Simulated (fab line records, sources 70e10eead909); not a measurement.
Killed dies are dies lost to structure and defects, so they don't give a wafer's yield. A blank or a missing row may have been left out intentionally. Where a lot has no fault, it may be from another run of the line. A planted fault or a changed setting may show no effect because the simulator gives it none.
Matching of chambers + flow nand-harc + NHARC_P_STI_ETCH_15 on rie-si-05 has 4 sister chambers
The step etches the open film in HBr/Cl2, target depth 300 nm, time 100.1 s. 8 wafers are shown with their chamber, then 7 later ones without.

## WAFERS WITH THEIR CHAMBER
| wafer  | chamber | drypump-motor-current-A (A) | rf-fwd-power-W (W) |
|--------|---------|-----------------------------|--------------------|
| L076.2 | 2       | 6.2                         | 396.8              |
| L080.3 | 1       | 5.5                         | 397.0              |
| L080.5 | 1       | 5.5                         | 398.9              |
| L083.1 | 0       | 5.7                         | 395.8              |
| L083.3 | 3       | 6.3                         | 398.6              |
| L083.6 | 2       | 6.2                         | 396.3              |
| L085.1 | 0       | 5.7                         | 395.1              |
| L085.2 | 3       | 6.2                         | 398.8              |

## WAFERS WHOSE CHAMBER IS MISSING
| wafer  | drypump-motor-current-A (A) | rf-fwd-power-W (W) |
|--------|-----------------------------|--------------------|
| L085.4 | 6.2                         | 398.2              |
| L090.2 | 6.2                         | 397.3              |
| L090.5 | 5.5                         | 396.8              |
| L090.6 | 6.2                         | 397.5              |
| L094.1 | 6.2                         | 396.5              |
| L094.2 | 5.6                         | 395.8              |
| L094.4 | 6.2                         | 396.8              |

## THE CHAMBER EACH PASSED THROUGH
| wafer  | from the rows above     | in truth                   |
|--------|-------------------------|----------------------------|
| L085.4 | can't be placed: 3 or 2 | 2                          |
| L090.2 | can't be placed: 2 or 3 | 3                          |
| L090.5 | 1                       | 1                          |
| L090.6 | can't be placed: 2 or 3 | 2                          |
| L094.1 | 2                       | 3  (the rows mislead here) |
| L094.2 | can't be placed: 0 or 1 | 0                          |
| L094.4 | 2                       | 2                          |
Correctly placed: 2 of 7. Unplaceable from these rows: 4, with the true chamber sitting among the candidates in 4. Wrongly placed: 1.
How it was worked out, from the rows above alone: a wafer's distance from a chamber is the root of the sum, over the readings, of the square of ((its reading less the chamber's mean) divided by the reading's scatter). If the next closest chamber is less than 2 further off than the closest, the wafer can't be placed; otherwise it belongs to the closest. Each chamber's mean is taken over the wafers shown for it. The scatter: take each reading less its chamber's mean, square it, sum over the shown wafers, divide by the number of wafers less the number of chambers, and take the root.
